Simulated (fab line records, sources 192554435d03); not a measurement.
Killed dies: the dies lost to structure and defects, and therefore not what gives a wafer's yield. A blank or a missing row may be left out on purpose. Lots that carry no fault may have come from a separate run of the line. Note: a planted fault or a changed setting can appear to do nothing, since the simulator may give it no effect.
Code-filled problem report in 8D (eight disciplines) form || flow n5 finfet || the parts of the form that need people (team, actions taken, sign-off) are left out

## 1. THE ISSUE
run length s at N5_PASSIVATION_PECVD_35 reads a mean of 153.8 s on 3 wafers of 3 lots; wafers without a fault read 195.1 s with a standard deviation of 0.45. Measured from the usual mean, that is -92 standard deviations.
The step: deposits SiNx from SiH4/NH3/N2, target thk 700 nm, time 151.3 s.
Seen first at day 16 09:25 on pecvd-03, wafer L268.2. Wafers with a number at this step in the record: 32, from 11 lots. The rule behind "out" and "out of limits": a value lying over 4 standard deviations away from the usual mean. The rest of the wafers with a number are treated as sound.

## 2. WHAT IT IS AND WHAT IT IS NOT
{"question": "which readings at this step", "is": "run length s", "is not": "heater power w, showerhead plenum p Torr, throttle valve pct"}
{"question": "which lots", "is": "L266, L267, L268", "is not": "L257, L260, L261, L263, L264, L270, L274, L275"}
{"question": "which wafers of those lots", "is": "L266.4, L267.4, L268.2", "is not": "L266.1, L266.3, L267.1, L267.5, L268.3, L268.5"}
{"question": "read on which tools", "is": "pecvd-03", "is not": "pecvd-01, pecvd-04"}
{"question": "when", "is": "from day 16 09:25", "is not": "up to then (17 sound wafers); but 12 sound wafers of L266, L267, L270, L274, L275 came after"}

## 3. THE SUSPECTS, EACH WITH WHAT RULES IT OUT
Counting: a tool at a process step up to the reading stays a suspect if it ran every lot that is out. Sound lots after the first of them don't rule it out here, since some wafers of a struck lot are sound.
- pecvd-03 at N5_PASSIVATION_PECVD_35 (deposits SiNx from SiH4/NH3/N2, target thk 700 nm, time 151.3 s): kept. It processed each lot that is out (first: L268, day 16 09:25); up to then, its last sound lot is L263 (day 15 07:38). Out on those wafers are its own readings of run length s.
The count leaves pecvd-03 at N5_PASSIVATION_PECVD_35.

## 4. THE CAUSE (what the simulator had put in)
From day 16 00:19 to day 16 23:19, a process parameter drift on pecvd-03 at N5_PASSIVATION_PECVD_35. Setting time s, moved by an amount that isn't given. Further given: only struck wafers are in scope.
Counting left only this tool.

## 5. SEQUENCE OF EFFECTS, ordered by route
Each row: a reading whose mean over the struck wafers that have a number lies more than 3 standard deviations from the usual. Scope: only readings with a usual standard deviation given in the record; hours: median across lots of the time from each lot's start at the first step in this table that gives one to its start at this step; sigmas: change in usual standard deviations.
{"hours": 0, "step": "N5_PASSIVATION_PECVD_35", "reading": "run length s", "usual": "195.1 s", "on struck wafers": 153.8, "change": -41.3, "sigmas": -92}
Its process steps:
- N5_PASSIVATION_PECVD_35: deposits SiNx from SiH4/NH3/N2, target thk 700 nm, time 151.3 s.

## 6. WHAT WOULD HAVE CAUGHT IT SOONER
In this record the first reading out of limits was taken at day 16 09:25, 9 hours after the fault began at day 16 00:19.
